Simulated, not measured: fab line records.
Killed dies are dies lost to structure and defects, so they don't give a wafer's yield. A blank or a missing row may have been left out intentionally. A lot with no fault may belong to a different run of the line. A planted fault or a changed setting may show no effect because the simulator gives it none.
fab line records -- flow nand_harc
[record] lots = 11, wafers = 33, last_day = 33
route steps=1302 shown P_ZERO_WELL@4 P_STI@85 END@1302
lots with no fault: from the same line, run without faults
start_h: the number of hours between the record's first day and the start of the first shown wafer of the lot -- wait_h: hours from the lot's prior step to this one -- " as in the row above -- L1.1+2: a row that stands for several wafers -- - value missing, or start not given -- * or withheld: withheld -- < > ~ a bound
route shown NAME@n: a module of which the file shows steps, and the number in the route of the first -- usual: the fault-free wafers' mean and standard deviation -- same: alike in all rows -- chamber/n: place in a boat -- sites: per-site readings -- _std_site: how widely they spread, as a standard deviation -- _edge_site: outer sites' mean less inner sites' -- radius_mm: how far each site lies from the wafer's centre -- mask NAME#n: copy n -- behind: the tool/chamber that last shaped the wafer -- hold: why the lot was held/for how many hours/how that ended -- device: which transistor (n, p or np) failed to switch -- end of line: at the end of the route, the tests of the same wafers -- a step without rows: its recipe alone -- killed: the dies lost at the first sort to structure and to defects; this is not the yield of the wafer -- map: shows each die of a wafer: x if killed, . if not, _ if none is there
set.NAME: the setting that was run; set.NAME@STEP: the one run at that earlier step -- model.NAME: the simulator's own value behind a step, which no gauge read
route steps across a sampled set of lots; one table per step, one row per wafer
services: a tool's chamber out of use, with start hour (start_h, from the record's first day; less than 0 if before it), hours out, and reason
[[steps]]
[step NHARC_P_ZERO_WELL_PECVD_02]
[recipe] target_thk_a = 100, temp_c = 400, pressure_torr = 6.5, rf_w = withheld, teos_flow_sccm = withheld, flow_sccm = 2650, target_thk_nm = 10, gas = O2, material = SiO2
[usual] chamber_pressure_Torr = 6.502/0.012, susceptor_temp_C = 399.98/0.2
lot.wafer,tool,chamber,start_h,wait_h,chamber_pressure_Torr,susceptor_temp_C
L612.1,pecvd-03,1,20.50,-,6.498,400.15
L612.2,pecvd-03,2,20.50,-,6.492,400.28
L612.5,pecvd-03,0,20.50,-,6.511,399.88
L615.3,pecvd-03,2,50.50,-,6.509,400.13
L615.2,pecvd-03,0,50.50,-,6.515,400.34
L615.5,pecvd-03,1,50.50,-,6.495,399.94
L617.1,pecvd-03,2,70.49,-,6.528,399.81
L617.3,pecvd-03,0,70.49,-,6.506,399.54
L617.4,pecvd-03,0,70.49,-,6.511,400.00
L618.3,pecvd-03,0,80.48,-,6.501,399.64
L618.6,pecvd-03,2,80.48,-,6.514,400.00
L618.5,pecvd-03,1,80.48,-,6.510,400.02
L626.1,pecvd-03,2,160.52,-,6.495,399.71
L626.4,pecvd-03,0,160.52,-,6.480,399.98
L626.5,pecvd-03,2,160.52,-,6.476,399.94
L627.1,pecvd-03,1,170.45,-,6.492,399.91
L627.3,pecvd-03,0,170.45,-,6.497,399.83
L627.6,pecvd-03,0,170.45,-,6.496,400.21
L628.3,pecvd-01,2,180.48,-,6.482,400.11
L628.4,pecvd-01,1,180.48,-,6.482,399.73
L628.5,pecvd-01,0,180.48,-,6.484,399.87
L629.3,pecvd-02,0,190.50,-,6.506,399.97
L629.2,pecvd-02,1,190.50,-,6.500,400.43
L629.6,pecvd-02,0,190.50,-,6.521,399.73
L633.2,pecvd-01,2,230.44,-,6.496,399.76
L633.3,pecvd-01,0,230.44,-,6.516,400.16
L633.5,pecvd-01,1,230.44,-,6.507,399.84
L634.3,pecvd-01,2,240.45,-,6.502,399.67
L634.5,pecvd-01,0,240.45,-,6.471,400.03
L634.6,pecvd-01,1,240.45,-,6.509,400.34
L635.3,pecvd-02,0,250.49,-,6.514,400.07
L635.4,pecvd-02,2,250.49,-,6.507,400.12
L635.6,pecvd-02,1,250.49,-,6.506,400.22
[step NHARC_P_ZERO_WELL_CD_MEAS_11]
[recipe] target_cd_nm = 500, landing_energy_ev = 500
[usual] cd_nm = 499.0/1.7
lot.wafer,tool,chamber,start_h,wait_h,cd_nm
L612.1,cd_sem-02,0,21.25,-,499.4
L612.2,cd_sem-02,0,21.25,-,493.7
L612.5,cd_sem-02,0,21.25,-,496.1
L615.2,cd_sem-02,0,51.13,-,500.6
L615.3,cd_sem-02,0,51.13,-,498.4
L615.5,cd_sem-02,0,51.13,-,498.1
L617.1,cd_sem-01,0,71.12,-,500.9
L617.3,cd_sem-01,0,71.12,-,503.2
L617.4,cd_sem-01,0,71.12,-,499.6
L618.3,cd_sem-01,0,81.24,-,499.3
L618.5,cd_sem-01,0,81.24,-,498.9
L618.6,cd_sem-01,0,81.24,-,498.3
L626.1,cd_sem-03,0,161.24,-,498.2
L626.4,cd_sem-03,0,161.24,-,496.7
L626.5,cd_sem-03,0,161.24,-,498.9
L627.1,cd_sem-02,0,171.24,-,498.1
L627.3,cd_sem-02,0,171.24,-,497.8
L627.6,cd_sem-02,0,171.24,-,497.3
L628.3,cd_sem-01,0,181.24,-,497.0
L628.4,cd_sem-01,0,181.24,-,500.1
L628.5,cd_sem-01,0,181.24,-,497.1
L629.2,cd_sem-03,0,191.25,-,498.4
L629.3,cd_sem-03,0,191.25,-,499.2
L629.6,cd_sem-03,0,191.25,-,498.6
L633.2,cd_sem-01,0,231.11,-,498.5
L633.3,cd_sem-01,0,231.11,-,499.5
L633.5,cd_sem-01,0,231.11,-,501.0
L634.3,cd_sem-03,0,241.25,-,499.0
L634.5,cd_sem-03,0,241.25,-,498.1
L634.6,cd_sem-03,0,241.25,-,498.0
L635.3,cd_sem-03,0,251.25,-,500.7
L635.4,cd_sem-03,0,251.25,-,501.6
L635.6,cd_sem-03,0,251.25,-,499.1
[step NHARC_P_ZERO_WELL_ETCH_63]
[recipe] target_depth_a = 1200, time_s = 40.1, hbr_flow_sccm = 150, cl2_flow_sccm = 50, rf_w = 400, icp_w = 400, bias_w = 100, chemistry = HBr/Cl2
[usual] drypump_motor_current_A = 5.9/0.54, hbr_flow_sccm = 150.0/0.47, mfc_cl2_sccm = 50.00/0.16, oes_product_au = 1.001/0.0091, throttle_valve_pct = 26.406/0.0094
lot.wafer,tool,chamber,start_h,wait_h,drypump_motor_current_A,hbr_flow_sccm,mfc_cl2_sccm,oes_product_au,rf_hours_counter_h,throttle_valve_pct
L612.1,rie_si-02,1,22.37,-,5.0,150.0,50.17,0.984,0.55,26.415
L612.2,rie_si-02,2,22.37,-,5.9,150.9,50.14,1.000,0.58,26.402
L612.5,rie_si-02,1,22.37,-,5.0,150.9,50.00,0.983,-,26.398
L615.2,rie_si-01,1,51.60,-,6.8,150.0,50.10,1.005,0.15,26.390
L615.3,rie_si-01,2,51.60,-,6.8,149.4,49.94,1.000,0.11,26.396
L615.5,rie_si-01,2,51.60,-,6.8,149.5,50.07,1.004,-,26.404
L617.1,rie_si-04,1,71.55,-,5.8,150.9,49.96,0.979,0.53,26.398
L617.4,rie_si-04,2,71.55,-,5.7,149.3,50.14,0.997,0.44,26.416
L617.3,rie_si-04,3,71.55,-,6.1,149.3,50.35,0.993,0.48,26.425
L618.3,rie_si-04,2,81.65,-,5.7,149.9,50.01,1.007,0.49,26.413
L618.5,rie_si-04,2,81.65,-,5.8,149.2,49.69,0.998,-,26.401
L618.6,rie_si-04,3,81.65,-,6.1,149.9,49.68,1.002,-,26.416
L626.1,rie_si-01,0,161.69,-,6.3,149.8,49.86,0.999,0.86,26.400
L626.4,rie_si-01,3,161.69,-,5.5,149.2,50.39,0.989,0.79,26.394
L626.5,rie_si-01,1,161.69,-,6.8,149.7,49.87,0.995,-,26.398
L627.1,rie_si-01,1,171.68,-,6.8,149.0,50.22,1.007,0.92,26.408
L627.3,rie_si-01,2,171.68,-,6.8,149.9,49.86,1.014,0.75,26.401
L627.6,rie_si-01,0,171.68,-,6.3,149.5,49.92,1.003,-,26.399
L628.3,rie_si-01,3,181.72,-,5.5,150.5,49.95,0.991,0.93,26.405
L628.4,rie_si-01,1,181.72,-,6.8,149.9,50.00,0.997,0.98,26.397
L628.5,rie_si-01,3,181.72,-,5.5,150.3,50.07,0.994,-,26.410
L629.2,rie_si-02,2,191.67,-,6.0,149.9,50.01,1.003,0.63,26.391
L629.3,rie_si-02,3,191.67,-,5.9,150.5,49.87,1.003,0.63,26.394
L629.6,rie_si-02,3,191.67,-,5.9,150.0,50.08,1.007,-,26.409
L633.2,rie_si-02,1,231.53,-,5.0,150.6,49.76,0.997,0.68,26.401
L633.3,rie_si-02,3,231.53,-,5.9,150.0,49.97,1.021,0.91,26.408
L633.5,rie_si-02,2,231.53,-,5.9,150.3,50.10,1.013,-,26.407
L634.3,rie_si-04,1,241.72,-,5.9,149.0,50.10,1.002,0.34,26.408
L634.5,rie_si-04,0,241.72,-,5.2,149.4,50.18,0.989,-,26.410
L634.6,rie_si-04,1,241.72,-,5.8,149.9,49.90,1.002,-,26.412
L635.3,rie_si-02,2,251.72,-,5.9,150.3,49.84,1.012,1.05,26.392
L635.4,rie_si-02,3,251.72,-,5.9,150.5,50.03,1.032,1.01,26.394
L635.6,rie_si-02,2,251.72,-,5.9,150.4,50.13,1.009,-,26.410
[step NHARC_P_ZERO_WELL_INSPECT_43]
[usual] raw_defect_count = 14/5.9
lot.wafer,tool,chamber,start_h,wait_h,raw_defect_count
L612.1,defect_inspect-01,-,28.37,0.6,12
L612.2,defect_inspect-01,-,28.37,0.6,17
L612.5,defect_inspect-01,-,28.37,0.6,6
L615.2,defect_inspect-01,-,57.49,0.5,19
L615.3,defect_inspect-01,-,57.49,0.5,13
L615.5,defect_inspect-01,-,57.49,0.5,12
L617.1,defect_inspect-02,-,77.38,0.6,10
L617.3,defect_inspect-02,-,77.38,0.6,8
L617.4,defect_inspect-02,-,77.38,0.6,4
L618.3,defect_inspect-02,-,87.53,0.4,14
L618.5,defect_inspect-02,-,87.53,0.4,8
L618.6,defect_inspect-02,-,87.53,0.4,9
L626.1,defect_inspect-02,-,167.44,0.6,13
L626.4,defect_inspect-02,-,167.44,0.6,56
L626.5,defect_inspect-02,-,167.44,0.6,11
L627.1,defect_inspect-01,-,177.61,0.6,14
L627.3,defect_inspect-01,-,177.61,0.6,73
L627.6,defect_inspect-01,-,177.61,0.6,62
L628.3,defect_inspect-01,-,187.81,0.4,15
L628.4,defect_inspect-01,-,187.81,0.4,7
L628.5,defect_inspect-01,-,187.81,0.4,12
L629.2,defect_inspect-01,-,197.56,0.5,9
L629.3,defect_inspect-01,-,197.56,0.5,22
L629.6,defect_inspect-01,-,197.56,0.5,26
L633.2,defect_inspect-01,-,237.55,0.5,9
L633.3,defect_inspect-01,-,237.55,0.5,6
L633.5,defect_inspect-01,-,237.55,0.5,5
L634.3,defect_inspect-01,-,247.65,0.4,6
L634.5,defect_inspect-01,-,247.65,0.4,10
L634.6,defect_inspect-01,-,247.65,0.4,17
L635.3,defect_inspect-02,-,257.61,0.4,24
L635.4,defect_inspect-02,-,257.61,0.4,24
L635.6,defect_inspect-02,-,257.61,0.4,26
[step NHARC_P_STI_INSPECT_11]
[usual] raw_defect_count = 6/3.1
lot.wafer,tool,chamber,start_h,wait_h,raw_defect_count
L612.1,defect_inspect-02,-,51.95,0.0,14
L612.2,defect_inspect-02,-,51.95,0.0,16
L612.5,defect_inspect-02,-,51.95,0.0,11
L615.2,defect_inspect-02,-,74.97,0.0,8
L615.3,defect_inspect-02,-,74.97,0.0,13
L615.5,defect_inspect-02,-,74.97,0.0,9
L617.1,defect_inspect-01,-,92.94,0.0,5
L617.3,defect_inspect-01,-,92.94,0.0,7
L617.4,defect_inspect-01,-,92.94,0.0,5
L618.3,defect_inspect-01,-,102.92,0.0,2
L618.5,defect_inspect-01,-,102.92,0.0,6
L618.6,defect_inspect-01,-,102.92,0.0,4
L626.1,defect_inspect-02,-,183.24,0.0,5
L626.4,defect_inspect-02,-,183.24,0.0,52
L626.5,defect_inspect-02,-,183.24,0.0,3
L627.1,defect_inspect-02,-,193.03,0.0,2
L627.3,defect_inspect-02,-,193.03,0.0,47
L627.6,defect_inspect-02,-,193.03,0.0,49
L628.3,defect_inspect-01,-,204.23,0.0,5
L628.4,defect_inspect-01,-,204.23,0.0,3
L628.5,defect_inspect-01,-,204.23,0.0,8
L629.2,defect_inspect-01,-,214.72,0.0,4
L629.3,defect_inspect-01,-,214.72,0.0,12
L629.6,defect_inspect-01,-,214.72,0.0,0
L633.2,defect_inspect-02,-,252.93,0.0,5
L633.3,defect_inspect-02,-,252.93,0.0,6
L633.5,defect_inspect-02,-,252.93,0.0,2
L634.3,defect_inspect-01,-,262.53,0.0,6
L634.5,defect_inspect-01,-,262.53,0.0,4
L634.6,defect_inspect-01,-,262.53,0.0,6
L635.3,defect_inspect-02,-,272.92,0.0,4
L635.4,defect_inspect-02,-,272.92,0.0,4
L635.6,defect_inspect-02,-,272.92,0.0,2
[step NHARC_P_STI_ETCH_15]
[recipe] target_depth_a = 3000, taper_deg = 4, time_s = 100.1, hbr_flow_sccm = 150, cl2_flow_sccm = 50, rf_w = 400, icp_w = 400, bias_w = 100, chemistry = HBr/Cl2
[usual] drypump_motor_current_A = 5.7/0.44, hbr_flow_sccm = 150.0/0.47, mfc_cl2_sccm = 49.99/0.15, oes_product_au = 0.998/0.011, throttle_valve_pct = 26.405/0.0087
lot.wafer,tool,chamber,start_h,wait_h,drypump_motor_current_A,hbr_flow_sccm,mfc_cl2_sccm,oes_product_au,rf_hours_counter_h,throttle_valve_pct
L612.2,rie_si-05,0,52.38,-,6.8,150.0,50.01,0.998,0.7,26.383
L612.1,rie_si-05,2,52.38,-,5.3,149.7,49.72,0.996,0.6,26.409
L612.5,rie_si-05,0,52.38,-,6.8,149.7,49.80,0.989,-,26.411
L615.2,rie_si-05,0,75.39,-,6.8,150.3,50.36,0.991,0.8,26.413
L615.3,rie_si-05,2,75.39,-,5.3,150.4,50.18,1.009,0.7,26.406
L615.5,rie_si-05,0,75.39,-,6.8,150.3,50.17,0.997,-,26.411
L617.1,rie_si-03,2,93.35,-,5.4,150.7,49.91,1.006,0.2,26.410
L617.3,rie_si-03,0,93.35,-,5.8,149.5,50.07,1.006,0.2,26.414
L617.4,rie_si-03,1,93.35,-,5.4,149.3,50.06,1.008,0.3,26.396
L618.3,rie_si-05,2,103.34,-,5.2,150.5,49.76,1.010,0.9,26.401
L618.5,rie_si-05,3,103.34,-,6.2,149.9,49.86,0.995,-,26.419
L618.6,rie_si-05,0,103.34,-,6.8,150.3,50.06,1.000,-,26.413
L626.1,rie_si-06,2,183.66,-,5.5,150.8,49.83,0.996,0.7,26.398
L626.4,rie_si-06,3,183.66,-,5.5,149.8,49.70,1.012,0.6,26.412
L626.5,rie_si-06,2,183.66,-,5.5,150.1,50.09,0.999,-,26.402
L627.1,rie_si-05,3,193.47,-,6.2,149.0,49.93,0.992,0.3,26.387
L627.3,rie_si-05,0,193.47,-,6.7,149.7,49.79,0.978,0.3,26.406
L627.6,rie_si-05,1,193.47,-,5.5,149.6,50.00,0.992,-,26.412
L628.3,rie_si-03,1,204.67,-,5.4,149.5,49.87,1.010,0.9,26.403
L628.4,rie_si-03,2,204.67,-,5.4,150.1,50.06,1.008,1.1,26.412
L628.5,rie_si-03,3,204.67,-,5.5,149.0,49.90,0.996,-,26.404
L629.2,rie_si-03,0,215.13,-,5.8,149.7,49.89,1.016,0.9,26.401
L629.3,rie_si-03,1,215.13,-,5.4,150.3,49.86,1.009,1.0,26.400
L629.6,rie_si-03,1,215.13,-,5.4,150.4,49.85,1.022,-,26.388
L633.3,rie_si-05,2,253.36,-,5.3,149.9,50.14,1.009,0.8,26.409
L633.2,rie_si-05,0,253.36,-,6.7,149.3,50.02,0.991,0.6,26.413
L633.5,rie_si-05,1,253.36,-,5.5,149.4,50.30,0.999,-,26.402
L634.3,rie_si-06,0,263.15,-,5.9,150.6,49.99,1.009,0.0,26.403
L634.6,rie_si-06,2,263.15,-,5.5,149.9,49.71,0.990,-,26.397
L634.5,rie_si-06,3,263.15,-,5.5,150.5,50.10,1.017,-,26.408
L635.3,rie_si-06,2,273.34,-,5.5,149.9,50.00,0.987,0.1,26.417
L635.4,rie_si-06,3,273.34,-,5.5,150.2,50.06,1.001,0.1,26.394
L635.6,rie_si-06,1,273.34,-,6.3,149.7,50.21,0.980,-,26.414
[step NHARC_END_SORT_01]
[recipe] temp_c = 25
[usual] killed_at_array = 57/19, killed_at_other = 0.9/1.1, killed_at_periphery = 4.0/2.6, killed_dies = 62/19, killed_open = 3.3/1.8, killed_short = 2.4/1.7
[same] gross_dies = 677
lot.wafer,tool,chamber,start_h,wait_h,killed_at_array,killed_at_other,killed_at_periphery,killed_dies,killed_open,killed_short
L627.1,prober-02,0,710.92,2.5,83,1,2,86,2,4
L627.3,prober-02,0,712.50,3.1,78,1,17,96,2,1
L627.6,prober-02,0,714.86,3.9,76,0,21,97,7,2
L626.1,prober-01,0,714.46,2.5,16,3,5,24,5,0
L626.4,prober-01,0,716.86,3.4,20,2,21,43,5,2
L626.5,prober-01,0,717.66,3.7,22,5,1,28,1,1
// killed by level:class
L627.1 A_CHANNEL_HOLE_D1:chamber_film_flake=29 A_SLIT:chamber_film_flake=27 A_CHANNEL_HOLE_D2:chamber_film_flake=14 A_M1:chamber_film_flake=4 A_CONTACT:chamber_film_flake=3 P_CONTACT:geometric_particle:short=1 P_CONTACT:geometric_particle:open=1 A_CHANNEL_FILL_D1:geometric_particle:open=1
L627.3 A_SLIT:chamber_film_flake=35 A_CHANNEL_HOLE_D1:chamber_film_flake=25 P_ZERO_WELL:unspecified=16 A_CHANNEL_HOLE_D2:chamber_film_flake=8 A_STAIRCASE:chamber_film_flake=3 A_CONTACT:chamber_film_flake=2 A_M1:chamber_film_flake=2 P_M0:geometric_particle:open=1
L626.1 A_CHANNEL_HOLE_D1:chamber_film_flake=5 A_CONTACT:chamber_film_flake=3 P_ZERO_WELL:chamber_film_flake=2 A_SLIT:chamber_film_flake=2 THIN_TSV:chamber_film_flake=2 P_M0:geometric_particle:open=1 A_DECK1_JOINT:geometric_particle:open=1 A_WL_FILL:geometric_particle:open=1
L627.6 A_CHANNEL_HOLE_D1:chamber_film_flake=31 A_SLIT:chamber_film_flake=20 P_ZERO_WELL:unspecified=17 A_CHANNEL_HOLE_D2:chamber_film_flake=12 A_ONON_D2:geometric_particle:open=3 A_STAIRCASE:chamber_film_flake=2 A_CONTACT:chamber_film_flake=2 P_GATE:geometric_particle:short=1
L626.4 P_ZERO_WELL:unspecified=19 A_CHANNEL_HOLE_D1:chamber_film_flake=9 A_CHANNEL_FILL_D2:geometric_particle:open=2 A_SLIT:chamber_film_flake=2 A_M1:chamber_film_flake=2 THIN_TSV:chamber_film_flake=2 P_CONTACT:geometric_particle:open=1 A_ONON_D1:geometric_particle:short=1
L626.5 A_CHANNEL_HOLE_D1:chamber_film_flake=8 THIN_TSV:chamber_film_flake=5 A_SLIT:chamber_film_flake=4 A_CONTACT:chamber_film_flake=4 A_WL_FILL:chamber_film_flake=2 A_CHANNEL_HOLE_D1:geometric_particle:open=1 A_ONON_D2:geometric_particle:short=1 P_GATE:chamber_film_flake=1
[[services]]
tool,chamber,start_h,hours,kind
rie_si-05,3,1.00,2.5,repair
pecvd-03,-,4.18,13.0,pm
rie_si-01,-,16.00,9.0,pm
pecvd-01,-,31.82,0.8,repair
rie_si-03,-,44.00,9.0,pm
rie_si-02,2,50.38,10.3,repair
rie_si-06,-,72.00,9.0,pm
rie_si-04,1,92.35,4.7,repair
rie_si-02,3,92.67,13.7,repair
rie_si-05,1,95.01,12.7,repair
rie_si-02,-,100.00,9.0,pm
rie_si-04,1,125.48,6.5,repair
rie_si-05,-,128.00,9.0,pm
pecvd-01,-,130.00,13.0,pm
rie_si-01,0,130.19,3.8,repair
rie_si-05,0,138.46,7.3,repair
rie_si-04,-,165.00,9.0,pm
pecvd-03,-,185.18,13.0,pm
rie_si-04,3,190.10,12.9,repair
rie_si-01,-,193.00,9.0,pm
rie_si-04,1,198.17,2.2,repair
rie_si-06,0,200.33,2.7,repair
rie_si-02,1,201.98,1.0,repair
pecvd-01,-,216.90,0.4,repair
[[key]]
[first_sign] step = NHARC_P_ZERO_WELL_INSPECT_43, reading = raw_defect_count, direction = up, sigmas = 8.5, usual = 14, struck = 64
[effect] step = NHARC_P_STI_INSPECT_11, reading = raw_defect_count, direction = up, sigmas = 14, usual = 6, struck = 49
[effect] step = NHARC_END_SORT_01, reading = killed_at_periphery, direction = up, sigmas = 6.1, usual = 4.0, struck = 19.7
met_at NHARC_P_ZERO_WELL_PECVD_02
struck_lots L626,L627
struck_wafers L626.4,L627.3,L627.6
tester_left_out L626,L627
not_acting_at NHARC_P_ZERO_WELL_CD_MEAS_11,NHARC_P_ZERO_WELL_ETCH_63,NHARC_P_STI_ETCH_15
onset_between 80.48 160.52
[fault] kind = chamber_particle_source, tool = pecvd-03, chamber = 0, onset_h = 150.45, steps = NHARC_P_ZERO_WELL_PECVD_02, rate_per_visit_cm2 = 0.070882, end_h = 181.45
// tester_left_out: of these lots the tester's yield and bins aren't shown, on N5 and GAA mostly nor the transistor test; their killed dies are dies lost to structure and defects alone, not to doping, threshold or leakage, so they don't give the yield
